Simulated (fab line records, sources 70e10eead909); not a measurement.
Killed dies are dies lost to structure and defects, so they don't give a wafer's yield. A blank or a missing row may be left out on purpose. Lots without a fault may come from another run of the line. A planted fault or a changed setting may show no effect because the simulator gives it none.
Chamber matching | flow nand_harc | NHARC_A_CONTACT_ETCH_48 on rie_diel-04: 4 sister chambers
The step etches the open film in CF4, target depth 39 nm, time 65 s. 8 wafers are shown with their chamber, then 8 later ones without.

WAFERS WITH THEIR CHAMBER
wafer  | chamber | rf_vpp_V (V) | rf_fwd_power_W (W)
L086.3 | 2       | 149.9        | 297.5
L086.6 | 2       | 148.8        | 297.9
L087.4 | 0       | 150.7        | 297.6
L087.6 | 1       | 151.2        | 297.7
L090.2 | 1       | 150.4        | 298.1
L090.3 | 3       | 152.0        | 296.2
L090.5 | 3       | 151.9        | 297.3
L091.3 | 0       | 150.0        | 297.0

WAFERS WITHOUT THEIR CHAMBER
wafer  | rf_vpp_V (V) | rf_fwd_power_W (W)
L091.4 | 152.3        | 298.5
L091.6 | 151.9        | 296.7
L093.4 | 152.1        | 297.9
L093.5 | 152.1        | 300.1
L093.6 | 148.6        | 296.6
L097.1 | 152.0        | 299.3
L097.2 | 152.8        | 299.3
L097.5 | 151.5        | 298.1

WHICH CHAMBER EACH WENT THROUGH
wafer  | from the rows above               | in truth
L091.4 | can't be placed: 1 or 3 or 0      | 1
L091.6 | 3                                 | 3
L093.4 | can't be placed: 3 or 1 or 0      | 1
L093.5 | can't be placed: 1 or 0 or 3 or 2 | 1
L093.6 | can't be placed: 2 or 0           | 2
L097.1 | can't be placed: 1 or 0 or 3      | 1
L097.2 | can't be placed: 1 or 3 or 0      | 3
L097.5 | can't be placed: 1 or 0 or 3      | 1
Placed correctly: 1 of 8. Can't be placed from these rows: 7 (the true chamber is among the candidates in 7). Placed wrongly: 0.
How it was worked out, from the rows above alone: a wafer's distance from a chamber is the root of the sum, over the readings, of the square of ((its reading less the chamber's mean) divided by the reading's scatter). The wafer belongs to the nearest chamber; if the next one is less than 2 further off, it can't be placed. A chamber's mean is the mean of its shown wafers. The scatter: the root of (the sum of the squares of (reading less its chamber's mean) over the shown wafers, divided by (wafers less chambers)).
